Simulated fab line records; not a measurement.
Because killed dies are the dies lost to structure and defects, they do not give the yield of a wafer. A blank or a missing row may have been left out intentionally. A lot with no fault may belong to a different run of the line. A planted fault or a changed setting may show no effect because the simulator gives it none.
fab line records	flow nand-harc
record: lots: 24	wafers: 72	last-day: 34
route steps=1302 shown P_CONTACT@219 P_M1@297
lots with no fault: from the same line, run without faults
start-h: hours from the record's opening day to when the first of the lot's shown wafers began	wait-h: hours from the lot's prior step to this one	" the same as in the row above	L1.1+2: a row that stands for several wafers	- value missing, or start not given	* or withheld: withheld	< > ~ a bound
route shown NAME@n: NAME is a module with steps in the file, n the number in the route of the first one	usual: the fault-free wafers' mean and standard deviation	same: alike in all rows	chamber/n: place in a boat	sites: each site's reading	_std_site: standard deviation across them	_edge_site: inner sites' mean taken away from outer sites' mean	radius-mm: for every site, how far away it sits from the centre of the wafer	mask NAME#n: copy n	behind: the most recent tool/chamber to have shaped the wafer	hold: why the lot was held/for how many hours/how that ended	device: the transistor (n, p or np) that didn't switch	end of line: at the end of the route, the tests of the same wafers	step lacking rows: just its recipe	killed: count of dies lost to structure and defects at first sort (not the wafer's yield)	map: dies across one wafer; x = killed, . = not, _ = none there
set.NAME: setting as actually run; set.NAME@STEP: the setting as run at that earlier step	model.NAME: the simulator's own value behind a step, which no gauge read
one table for each step of the route and one row for each wafer, over a sample of lots
services: when a tool's chamber went out of use (start-h, in hours from the record's first day, below 0 if earlier), for how many hours, and the reason
== steps ==
step: NHARC_P_CONTACT_CMP_01
recipe: target-thk-nm: 200	material: SiO2
usual: motor-current-A: 12.0/1.2
lot.wafer	tool	chamber	start-h	wait-h	motor-current-A
L074.3	cmp-01	1	122.03	-	11.1
L074.1	"	2	"	"	12.1
L074.6	"	3	"	"	11.9
L075.1	cmp-02	2	128.42	-	11.9
L075.2	"	3	"	"	10.7
L075.5	"	2	"	"	11.7
L076.3	cmp-04	2	143.67	-	11.4
L076.2	"	0	"	"	12.4
L076.5	"	1	"	"	13.9
L077.1	cmp-04	1	144.59	-	13.7
L077.3	"	2	"	"	11.4
L077.2	"	3	"	"	10.7
L079.3	cmp-02	1	165.39	-	12.9
L079.6	"	1	"	"	13.5
L079.5	"	2	"	"	12.6
L078.4	cmp-04	2	166.06	-	11.6
L078.2	"	3	"	"	10.7
L078.6	"	0	"	"	12.7
L080.3	cmp-01	0	176.62	-	10.1
L080.1	"	1	"	"	11.1
L080.6	"	1	"	"	10.9
L081.4	cmp-02	0	188.57	-	13.4
L081.2	"	1	"	"	12.7
L081.5	"	2	"	"	11.8
L082.4	cmp-04	1	195.46	-	13.7
L082.2	"	3	"	"	11.2
L082.6	"	1	"	"	13.9
L083.1	cmp-04	1	205.70	-	13.6
L083.3	"	2	"	"	11.3
L083.4	"	3	"	"	11.1
L084.3	cmp-04	1	217.16	-	14.1
L084.5	"	3	"	"	10.8
L084.6	"	0	"	"	12.7
L085.1	cmp-04	2	230.26	-	11.5
L085.6	"	1	"	"	13.7
L085.5	"	2	"	"	10.9
L086.1	cmp-01	1	235.60	-	11.2
L086.6	"	2	"	"	12.5
L086.5	"	3	"	"	11.0
L087.3	cmp-02	0	245.17	-	13.5
L087.1	"	1	"	"	12.5
L087.6	"	0	"	"	13.9
L088.4	cmp-02	0	261.35	-	14.7
L088.5	"	2	"	"	12.2
L088.6	"	3	"	"	10.7
L089.3	cmp-01	0	262.69	-	10.9
L089.5	"	0	"	"	10.6
L089.6	"	1	"	"	11.2
L090.2	cmp-04	3	284.87	-	10.4
L090.4	"	0	"	"	13.2
L090.3	"	2	"	"	11.3
L091.3	cmp-02	1	285.48	-	12.8
L091.5	"	0	"	"	13.7
L091.6	"	1	"	"	12.7
L092.3	cmp-02	3	292.86	-	10.4
L092.5	"	0	"	"	14.3
L092.6	"	1	"	"	12.4
L093.1	cmp-01	1	307.84	-	10.8
L093.3	"	2	"	"	12.0
L093.6	"	1	"	"	10.9
L094.2	cmp-02	3	312.32	-	10.6
L094.4	"	2	"	"	11.9
L094.6	"	0	"	"	13.8
L095.2	cmp-04	2	336.03	-	11.4
L095.3	"	3	"	"	11.9
L095.5	"	3	"	"	10.6
L096.3	cmp-01	0	338.73	-	10.5
L096.2	"	1	"	"	11.0
L096.1	"	2	"	"	12.2
L097.2	cmp-01	0	349.64	-	10.0
L097.4	"	3	"	"	11.8
L097.6	"	1	"	"	11.2
step: NHARC_P_CONTACT_CMP_24
recipe: t-overpolish-s: 30	target-thk-nm: 200
usual: motor-current-A: 11.8/1.1	overpolish-run-s: 30.001/0.0095	time-to-endpoint-s: 39.7/2.7
lot.wafer	tool	chamber	start-h	wait-h	motor-current-A	overpolish-run-s	time-to-endpoint-s
L074.3	cmp-02	3	125.57	0.3	10.7	30.015	40.1
L074.1	"	0	"	"	13.6	29.999	42.8
L074.6	"	3	"	"	11.0	30.003	38.1
L075.1	cmp-01	1	131.98	0.5	10.6	30.008	36.0
L075.2	"	3	"	"	11.0	29.980	36.9
L075.5	"	2	"	"	12.9	29.998	38.9
L076.3	cmp-04	0	147.39	0.4	12.2	30.002	39.3
L076.2	"	1	"	"	13.1	30.014	37.2
L076.5	"	3	"	"	11.4	29.990	39.1
L077.3	cmp-04	0	148.17	0.3	13.1	30.012	37.7
L077.2	"	1	"	"	14.1	30.018	37.7
L077.1	"	2	"	"	10.5	29.983	40.8
L079.3	cmp-01	1	169.02	0.4	10.9	30.004	36.4
L079.5	"	0	"	"	10.3	29.999	40.8
L079.6	"	1	"	"	10.9	29.995	36.8
L078.2	cmp-04	2	169.73	0.5	11.1	30.010	42.7
L078.4	"	3	"	"	10.7	30.006	40.1
L078.6	"	2	"	"	12.0	29.997	43.0
L080.1	cmp-01	0	180.33	0.6	10.6	30.004	41.9
L080.3	"	3	"	"	11.8	29.982	38.7
L080.6	"	1	"	"	11.2	30.006	39.8
L081.4	cmp-04	0	192.91	0.3	12.7	30.006	37.9
L081.2	"	1	"	"	13.4	30.013	34.5
L081.5	"	1	"	"	13.7	30.003	38.0
L082.2	cmp-01	2	199.01	0.5	12.3	29.996	36.7
L082.4	"	1	"	"	11.2	30.011	37.7
L082.6	"	2	"	"	12.2	29.994	36.8
L083.4	cmp-02	3	209.40	0.4	11.0	30.006	35.3
L083.3	"	0	"	"	14.0	30.004	42.3
L083.1	"	2	"	"	12.3	30.006	37.7
L084.3	cmp-02	1	220.73	0.3	12.3	30.013	41.7
L084.6	"	3	"	"	10.6	29.997	36.7
L084.5	"	0	"	"	14.0	30.000	42.0
L085.1	cmp-04	3	233.99	0.5	10.8	29.992	39.4
L085.6	"	2	"	"	11.5	30.003	43.7
L085.5	"	3	"	"	11.0	30.008	39.3
L086.1	cmp-04	2	239.14	0.5	11.1	29.998	43.8
L086.6	"	1	"	"	12.8	29.995	42.4
L086.5	"	2	"	"	11.8	30.000	42.8
L087.1	cmp-04	2	248.75	0.5	11.9	29.990	42.6
L087.3	"	1	"	"	12.7	29.996	39.4
L087.6	"	2	"	"	11.6	29.995	43.6
L088.4	cmp-01	0	265.12	0.4	10.4	29.989	43.0
L088.6	"	1	"	"	10.9	29.990	37.5
L088.5	"	2	"	"	12.5	30.007	39.8
L089.3	cmp-01	1	266.38	0.4	10.8	29.998	36.9
L089.5	"	1	"	"	10.8	29.988	37.6
L089.6	"	2	"	"	12.3	29.985	35.8
L090.4	cmp-04	1	288.56	0.3	13.8	29.990	43.2
L090.2	"	2	"	"	11.7	29.999	45.7
L090.3	"	0	"	"	12.4	30.013	47.3
L091.3	cmp-02	2	289.17	0.4	12.4	29.999	41.4
L091.5	"	1	"	"	12.7	30.007	38.8
L091.6	"	2	"	"	11.8	30.017	39.5
L092.3	cmp-04	0	296.55	0.4	12.3	29.999	40.9
L092.5	"	3	"	"	10.8	29.994	38.7
L092.6	"	0	"	"	13.5	30.003	41.0
L093.3	cmp-02	0	311.60	0.3	13.0	29.985	41.6
L093.1	"	1	"	"	12.5	29.998	40.0
L093.6	"	3	"	"	10.0	29.999	41.0
L094.4	cmp-01	0	315.88	0.4	10.3	30.004	36.3
L094.2	"	3	"	"	11.9	29.989	35.5
L094.6	"	1	"	"	10.9	30.013	35.0
L095.3	cmp-04	3	339.65	0.3	11.2	29.987	43.8
L095.2	"	0	"	"	13.3	30.016	43.8
L095.5	"	2	"	"	11.4	29.991	47.9
L096.1	cmp-01	0	342.45	0.6	10.4	29.988	40.6
L096.2	"	2	"	"	12.3	30.016	38.2
L096.3	"	3	"	"	12.2	29.990	39.1
L097.2	cmp-01	2	353.34	0.6	12.5	29.996	40.5
L097.4	"	0	"	"	10.5	29.999	39.0
L097.6	"	2	"	"	12.2	29.999	39.4
step: NHARC_P_CONTACT_INSPECT_27
usual: raw-defect-count: 304/120
lot.wafer	tool	chamber	start-h	wait-h	raw-defect-count
L074.1	defect-inspect-02	-	125.94	0.1	242
L074.3	"	-	"	"	187
L074.6	"	-	"	"	153
L075.1	defect-inspect-02	-	132.38	0.1	318
L075.2	"	-	"	"	307
L075.5	"	-	"	"	313
L076.2	defect-inspect-02	-	147.75	0.1	273
L076.3	"	-	"	"	303
L076.5	"	-	"	"	277
L077.1	defect-inspect-01	-	148.57	0.1	124
L077.2	"	-	"	"	200
L077.3	"	-	"	"	363
L079.3	defect-inspect-01	-	169.40	0.1	260
L079.5	"	-	"	"	255
L079.6	"	-	"	"	175
L078.2	defect-inspect-02	-	170.13	0.1	177
L078.4	"	-	"	"	380
L078.6	"	-	"	"	467
L080.1	defect-inspect-02	-	180.73	0.1	576
L080.3	"	-	"	"	325
L080.6	"	-	"	"	381
L081.2	defect-inspect-02	-	193.31	0.1	311
L081.4	"	-	"	"	301
L081.5	"	-	"	"	348
L082.2	defect-inspect-01	-	199.41	0.1	189
L082.4	"	-	"	"	263
L082.6	"	-	"	"	209
L083.1	defect-inspect-01	-	209.80	0.1	112
L083.3	"	-	"	"	161
L083.4	"	-	"	"	322
L084.3	defect-inspect-02	-	221.08	0.1	341
L084.5	"	-	"	"	181
L084.6	"	-	"	"	222
L085.1	defect-inspect-02	-	234.36	0.1	306
L085.5	"	-	"	"	384
L085.6	"	-	"	"	219
L086.1	defect-inspect-01	-	239.53	0.1	422
L086.5	"	-	"	"	418
L086.6	"	-	"	"	300
L087.1	defect-inspect-01	-	249.15	0.1	379
L087.3	"	-	"	"	369
L087.6	"	-	"	"	186
L088.4	defect-inspect-01	-	265.45	0.1	534
L088.5	"	-	"	"	654
L088.6	"	-	"	"	394
L089.3	defect-inspect-02	-	266.79	0.1	161
L089.5	"	-	"	"	154
L089.6	"	-	"	"	208
L090.2	defect-inspect-01	-	288.96	0.1	326
L090.3	"	-	"	"	438
L090.4	"	-	"	"	545
L091.3	defect-inspect-01	-	289.55	0.1	470
L091.5	"	-	"	"	219
L091.6	"	-	"	"	267
L092.3	defect-inspect-02	-	296.94	0.1	150
L092.5	"	-	"	"	221
L092.6	"	-	"	"	200
L093.1	defect-inspect-01	-	311.97	0.1	325
L093.3	"	-	"	"	499
L093.6	"	-	"	"	265
L094.2	defect-inspect-02	-	316.29	0.1	688
L094.4	"	-	"	"	332
L094.6	"	-	"	"	320
L095.2	defect-inspect-02	-	340.02	0.1	248
L095.3	"	-	"	"	230
L095.5	"	-	"	"	323
L096.1	defect-inspect-02	-	342.85	0.1	325
L096.2	"	-	"	"	270
L096.3	"	-	"	"	484
L097.2	defect-inspect-01	-	353.72	0.1	374
L097.4	"	-	"	"	224
L097.6	"	-	"	"	314
step: NHARC_P_M1_INSPECT_11
usual: raw-defect-count: 4.8/2.8
lot.wafer	tool	chamber	start-h	wait-h	raw-defect-count
L074.1	defect-inspect-01	-	131.22	0.0	4
L074.3	"	-	"	"	3
L074.6	"	-	"	"	1
L075.1	defect-inspect-01	-	137.53	0.0	10
L075.2	"	-	"	"	10
L075.5	"	-	"	"	10
L076.2	defect-inspect-02	-	152.72	0.0	3
L076.3	"	-	"	"	2
L076.5	"	-	"	"	4
L077.1	defect-inspect-02	-	153.56	0.0	1
L077.2	"	-	"	"	2
L077.3	"	-	"	"	4
L079.3	defect-inspect-01	-	174.39	0.0	1
L079.5	"	-	"	"	1
L079.6	"	-	"	"	3
L078.2	defect-inspect-01	-	175.25	0.0	8
L078.4	"	-	"	"	7
L078.6	"	-	"	"	7
L080.1	defect-inspect-02	-	185.71	0.0	4
L080.3	"	-	"	"	4
L080.6	"	-	"	"	6
L081.2	defect-inspect-01	-	198.37	0.0	2
L081.4	"	-	"	"	2
L081.5	"	-	"	"	2
L082.2	defect-inspect-02	-	204.48	0.0	3
L082.4	"	-	"	"	4
L082.6	"	-	"	"	5
L083.1	defect-inspect-02	-	214.93	0.0	7
L083.3	"	-	"	"	2
L083.4	"	-	"	"	5
L084.3	defect-inspect-01	-	226.33	0.0	1
L084.5	"	-	"	"	8
L084.6	"	-	"	"	1
L085.1	defect-inspect-02	-	240.35	0.0	9
L085.5	"	-	"	"	10
L085.6	"	-	"	"	6
L086.1	defect-inspect-01	-	244.75	0.0	6
L086.5	"	-	"	"	6
L086.6	"	-	"	"	2
L087.1	defect-inspect-02	-	254.09	0.0	12
L087.3	"	-	"	"	10
L087.6	"	-	"	"	8
L088.4	defect-inspect-02	-	270.40	0.0	5
L088.5	"	-	"	"	2
L088.6	"	-	"	"	6
L089.3	defect-inspect-02	-	271.84	0.0	6
L089.5	"	-	"	"	0
L089.6	"	-	"	"	7
L090.2	defect-inspect-01	-	293.79	0.0	1
L090.3	"	-	"	"	0
L090.4	"	-	"	"	1
L091.3	defect-inspect-02	-	294.60	0.0	3
L091.5	"	-	"	"	5
L091.6	"	-	"	"	12
L092.3	defect-inspect-02	-	301.94	0.0	5
L092.5	"	-	"	"	1
L092.6	"	-	"	"	2
L093.1	defect-inspect-01	-	316.95	0.0	5
L093.3	"	-	"	"	4
L093.6	"	-	"	"	6
L094.2	defect-inspect-02	-	321.31	0.0	5
L094.4	"	-	"	"	4
L094.6	"	-	"	"	4
L095.2	defect-inspect-01	-	344.93	0.0	3
L095.3	"	-	"	"	6
L095.5	"	-	"	"	4
L096.1	defect-inspect-01	-	349.17	0.0	6
L096.2	"	-	"	"	3
L096.3	"	-	"	"	2
L097.2	defect-inspect-02	-	358.98	0.0	2
L097.4	"	-	"	"	2
L097.6	"	-	"	"	3
step: NHARC_P_M1_DESCUM_14
recipe: time-s: 3	o2-flow-sccm: 200	ar-flow-sccm: 0	bias-power-w: 0	chemistry: O2
usual: drypump-motor-current-A: 5.5/0.4	oes-product-au: 0.995/0.01	rf-vpp-V: 57.8/0.87	showerhead-plenum-p-Torr: 1.92/0.07	throttle-valve-pct: 11.311/0.0088
same: time-s: 3
lot.wafer	tool	chamber	start-h	wait-h	drypump-motor-current-A	oes-product-au	rf-hours-counter-h	rf-vpp-V	showerhead-plenum-p-Torr	throttle-valve-pct
L074.3	rie-diel-10	1	131.28	0.1	5.4	1.006	4	57.9	1.98	11.315
L074.1	"	3	"	"	5.7	0.999	5	57.8	1.92	11.307
L074.6	"	1	"	"	5.5	1.004	-	59.3	1.98	11.302
L075.2	rie-diel-10	2	137.59	0.1	4.7	0.995	4	57.0	1.87	11.304
L075.1	"	3	"	"	5.7	0.993	6	57.7	1.92	11.309
L075.5	"	2	"	"	4.7	0.989	-	58.2	1.87	11.312
L076.3	rie-diel-10	3	152.78	0.1	5.7	0.983	8	58.0	1.92	11.317
L076.2	"	0	"	"	5.8	0.999	8	58.1	2.01	11.317
L076.5	"	3	"	"	5.7	0.983	-	57.0	1.92	11.315
L077.3	rie-diel-06	0	153.62	0.1	5.3	1.002	1	58.6	2.02	11.310
L077.2	"	1	"	"	5.8	0.991	1	58.4	1.91	11.319
L077.1	"	3	"	"	5.2	0.997	1	57.3	1.82	11.318
L079.3	rie-diel-10	3	174.45	0.1	5.7	1.005	9	58.3	1.92	11.320
L079.5	"	3	"	"	5.7	1.004	-	56.9	1.92	11.309
L079.6	"	0	"	"	5.8	0.989	-	59.2	2.01	11.329
L078.4	rie-diel-06	1	175.32	0.1	5.8	0.981	2	59.1	1.91	11.306
L078.2	"	2	"	"	6.0	0.992	1	57.5	1.86	11.324
L078.6	"	0	"	"	5.3	1.000	-	57.8	2.02	11.303
L080.1	rie-diel-10	2	185.78	0.1	4.7	0.997	8	57.1	1.87	11.301
L080.3	"	3	"	"	5.7	1.006	10	58.5	1.92	11.302
L080.6	"	1	"	"	5.4	0.995	-	57.4	1.98	11.325
L081.4	rie-diel-06	3	198.43	0.1	5.2	0.999	3	56.5	1.82	11.307
L081.2	"	0	"	"	5.4	0.999	3	58.1	2.01	11.316
L081.5	"	2	"	"	6.0	0.976	-	57.9	1.86	11.320
L082.4	rie-diel-10	1	204.54	0.1	5.4	1.009	10	57.3	1.97	11.309
L082.2	"	3	"	"	5.7	1.009	11	57.6	1.92	11.318
L082.6	"	2	"	"	4.7	0.984	-	57.6	1.87	11.308
L083.1	rie-diel-06	1	215.00	0.1	5.8	0.998	4	56.8	1.91	11.302
L083.4	"	2	"	"	6.0	1.001	4	58.6	1.86	11.313
L083.3	"	3	"	"	5.2	0.983	4	58.1	1.82	11.328
L084.3	rie-diel-10	3	226.40	0.1	5.7	0.996	12	59.8	1.92	11.311
L084.6	"	1	"	"	5.4	1.001	-	56.8	1.97	11.314
L084.5	"	2	"	"	4.7	0.997	-	57.7	1.87	11.305
L085.1	rie-diel-06	3	240.41	0.1	5.2	0.982	5	57.2	1.82	11.303
L085.6	"	3	"	"	5.2	0.986	-	57.0	1.82	11.309
L085.5	"	0	"	"	5.3	0.999	-	58.5	2.01	11.329
L086.1	rie-diel-06	3	244.82	0.1	5.3	1.000	6	57.8	1.82	11.301
L086.5	"	2	"	"	6.0	0.988	-	56.3	1.86	11.310
L086.6	"	3	"	"	5.2	0.997	-	57.5	1.82	11.328
L087.3	rie-diel-10	1	254.15	0.1	5.4	0.984	0	58.9	1.97	11.307
L087.1	"	2	"	"	4.7	0.985	0	57.4	1.87	11.302
L087.6	"	1	"	"	5.4	0.988	-	57.9	1.97	11.311
L088.4	rie-diel-06	1	270.46	0.1	5.8	1.013	7	56.8	1.91	11.301
L088.6	"	1	"	"	5.8	1.013	-	58.8	1.91	11.313
L088.5	"	2	"	"	6.0	1.002	-	58.1	1.86	11.301
L089.3	rie-diel-06	2	271.92	0.1	6.0	1.002	7	57.2	1.86	11.310
L089.6	"	3	"	"	5.3	0.985	-	56.7	1.81	11.315
L089.5	"	0	"	"	5.4	0.997	-	58.8	2.01	11.341
L090.3	rie-diel-06	3	293.86	0.1	5.2	0.995	8	57.1	1.81	11.315
L090.4	"	0	"	"	5.3	0.990	8	58.6	2.01	11.300
L090.2	"	1	"	"	5.8	1.001	9	58.3	1.91	11.319
L091.3	rie-diel-06	1	294.66	0.1	5.8	0.990	9	57.2	1.91	11.311
L091.5	"	1	"	"	5.8	0.996	-	56.7	1.91	11.324
L091.6	"	2	"	"	6.0	0.990	-	59.0	1.86	11.308
L092.3	rie-diel-09	3	302.02	0.1	5.3	1.019	51	56.5	1.87	11.306
L092.5	"	1	"	"	5.9	1.014	-	56.4	1.85	11.307
L092.6	"	2	"	"	6.2	0.988	-	56.4	1.99	11.306
L093.3	rie-diel-06	3	317.01	0.1	5.2	0.981	0	55.9	1.81	11.308
L093.1	"	1	"	"	5.8	1.014	0	57.2	1.91	11.318
L093.6	"	0	"	"	5.3	1.009	-	58.4	2.01	11.314
L094.2	rie-diel-10	0	321.37	0.1	5.8	1.008	8	58.3	2.01	11.326
L094.4	"	3	"	"	5.7	0.995	8	58.6	1.92	11.312
L094.6	"	0	"	"	5.8	1.008	-	58.8	2.01	11.318
L095.2	rie-diel-10	1	345.00	0.1	5.4	0.975	8	57.7	1.97	11.306
L095.3	"	2	"	"	4.7	0.981	8	56.9	1.86	11.324
L095.5	"	0	"	"	5.9	1.003	-	57.5	2.01	11.314
L096.3	rie-diel-06	0	349.23	0.1	5.3	1.012	3	57.4	2.01	11.311
L096.1	"	2	"	"	6.0	1.001	2	57.7	1.86	11.298
L096.2	"	3	"	"	5.2	0.985	3	56.1	1.81	11.315
L097.4	rie-diel-10	2	359.05	0.1	4.7	0.984	10	57.0	1.86	11.311
L097.2	"	3	"	"	5.7	0.996	9	58.3	1.92	11.310
L097.6	"	1	"	"	5.4	0.986	-	59.0	1.97	11.316
step: NHARC_P_M1_PRE_CLEAN_30
recipe: time-s: 30	temp-c: 280	gas: H2/He
usual: heater-power-w: 423/40
same: time-s: 30
lot.wafer	tool	chamber	start-h	wait-h	heater-power-w
L074.3	pvd-sputter-01	-	-	-	402
L074.1	"	-	"	"	487
L074.6	"	-	"	"	397
L075.2	pvd-sputter-03	-	-	-	393
L075.1	"	-	"	"	359
L075.5	"	-	"	"	395
L076.3	pvd-sputter-02	-	-	-	493
L076.2	"	-	"	"	427
L076.5	"	-	"	"	492
L077.3	pvd-sputter-01	-	-	-	475
L077.1	"	-	"	"	394
L077.2	"	-	"	"	392
L079.3	pvd-sputter-01	-	-	-	471
L079.5	"	-	"	"	396
L079.6	"	-	"	"	397
L078.2	pvd-sputter-01	-	-	-	405
L078.4	"	-	"	"	481
L078.6	"	-	"	"	391
L080.3	pvd-sputter-03	-	-	-	434
L080.1	"	-	"	"	400
L080.6	"	-	"	"	445
L081.2	pvd-sputter-03	-	-	-	407
L081.4	"	-	"	"	390
L081.5	"	-	"	"	389
L082.2	pvd-sputter-01	-	-	-	382
L082.4	"	-	"	"	472
L082.6	"	-	"	"	399
L083.3	pvd-sputter-03	-	-	-	440
L083.4	"	-	"	"	395
L083.1	"	-	"	"	396
L084.3	pvd-sputter-03	-	-	-	361
L084.6	"	-	"	"	396
L084.5	"	-	"	"	361
L085.1	pvd-sputter-03	-	-	-	427
L085.5	"	-	"	"	366
L085.6	"	-	"	"	437
L086.1	pvd-sputter-03	-	-	-	436
L086.5	"	-	"	"	389
L086.6	"	-	"	"	405
L087.3	pvd-sputter-02	-	-	-	413
L087.1	"	-	"	"	418
L087.6	"	-	"	"	472
L088.4	pvd-sputter-02	-	-	-	487
L088.5	"	-	"	"	508
L088.6	"	-	"	"	419
L089.3	pvd-sputter-03	-	-	-	398
L089.5	"	-	"	"	352
L089.6	"	-	"	"	446
L090.3	pvd-sputter-01	-	-	-	413
L090.4	"	-	"	"	476
L090.2	"	-	"	"	394
L091.3	pvd-sputter-03	-	-	-	393
L091.6	"	-	"	"	398
L091.5	"	-	"	"	366
L092.3	pvd-sputter-01	-	-	-	410
L092.5	"	-	"	"	424
L092.6	"	-	"	"	463
L093.3	pvd-sputter-02	-	-	-	429
L093.1	"	-	"	"	499
L093.6	"	-	"	"	441
L094.4	pvd-sputter-02	-	-	-	491
L094.2	"	-	"	"	426
L094.6	"	-	"	"	416
L095.3	pvd-sputter-01	-	-	-	467
L095.2	"	-	"	"	404
L095.5	"	-	"	"	406
L096.2	pvd-sputter-01	-	-	-	401
L096.3	"	-	"	"	424
L096.1	"	-	"	"	466
L097.4	pvd-sputter-01	-	-	-	456
L097.2	"	-	"	"	472
L097.6	"	-	"	"	399
== services ==
tool	chamber	start-h	hours	kind
rie-diel-10	2	109.86	3.8	repair
cmp-04	-	111.00	4.0	pm
rie-diel-06	-	130.20	9.0	pm
cmp-02	-	134.51	4.0	pm
cmp-01	-	139.11	6.0	repair
cmp-02	-	142.66	1.2	repair
cmp-02	-	159.98	1.5	repair
rie-diel-10	3	163.38	8.2	repair
cmp-01	-	185.61	4.0	pm
rie-diel-06	0	191.94	4.0	repair
cmp-01	-	196.53	0.8	repair
cmp-04	-	209.00	4.0	pm
cmp-02	-	232.51	4.0	pm
cmp-04	-	272.81	0.2	repair
cmp-01	-	283.61	4.0	pm
rie-diel-06	1	286.23	4.4	repair
cmp-01	-	296.14	2.2	repair
rie-diel-06	1	300.14	8.3	repair
cmp-04	-	307.00	4.0	pm
rie-diel-06	-	307.20	9.0	pm
cmp-04	-	325.59	2.9	repair
cmp-04	-	330.01	3.0	repair
cmp-02	-	330.51	4.0	pm
rie-diel-06	2	357.79	5.8	repair
== key ==
fault none
